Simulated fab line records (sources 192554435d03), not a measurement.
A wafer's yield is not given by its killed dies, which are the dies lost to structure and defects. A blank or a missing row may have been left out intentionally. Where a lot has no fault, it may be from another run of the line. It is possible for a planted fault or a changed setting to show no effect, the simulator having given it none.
Matching of chambers + flow n5_finfet + cvd_co-02 running N5_BEOL_M5_PRE_CLEAN_77: 3 sister chambers
The step time 15 s. 14 wafers are shown with their chamber, then 7 later ones without.

## WAFERS, EACH WITH ITS CHAMBER
| wafer  | chamber | heater_power_w (W) |
|--------|---------|--------------------|
| L589.4 | 0       | 79                 |
| L589.5 | 2       | 50                 |
| L589.6 | 1       | 85                 |
| L591.2 | 2       | 51                 |
| L591.3 | 1       | 85                 |
| L591.6 | 2       | 52                 |
| L592.1 | 1       | 84                 |
| L592.2 | 0       | 78                 |
| L592.4 | 2       | 51                 |
| L595.2 | 2       | 51                 |
| L595.4 | 0       | 80                 |
| L595.5 | 2       | 51                 |
| L601.1 | 2       | 51                 |
| L601.3 | 0       | 79                 |

SIGNATURES (means of the wafers above)
| reading        | chamber 0 | chamber 1 | chamber 2 | scatter within a chamber |
|----------------|-----------|-----------|-----------|--------------------------|
| heater_power_w | 79.00     | 84.67     | 51.00     | 0.651                    |
Rule: a wafer lies at a distance from a chamber equal to the root of the sum of squares, over the readings, of (its reading less the chamber's mean, divided by the reading's scatter). The wafer belongs to the nearest chamber; if the next one is less than 2 further off, it can't be placed. The scatter: take each reading less its chamber's mean, square it, sum over the shown wafers, divide by the number of wafers less the number of chambers, and take the root.

## WAFERS WHOSE CHAMBER IS MISSING
| wafer  | heater_power_w (W) |
|--------|--------------------|
| L601.5 | 78                 |
| L608.1 | 81                 |
| L608.4 | 80                 |
| L608.6 | 83                 |
| L611.1 | 52                 |
| L611.3 | 81                 |
| L611.6 | 52                 |

## WHICH CHAMBER EACH WENT THROUGH
| wafer  | from the rows above | in truth |
|--------|---------------------|----------|
| L601.5 | 0                   | 0        |
| L608.1 | 0                   | 0        |
| L608.4 | 0                   | 0        |
| L608.6 | 1                   | 1        |
| L611.1 | 2                   | 2        |
| L611.3 | 0                   | 0        |
| L611.6 | 2                   | 2        |
Correctly placed: 7 of 7. Left unplaced by these rows: 0. Number placed wrongly: 0.
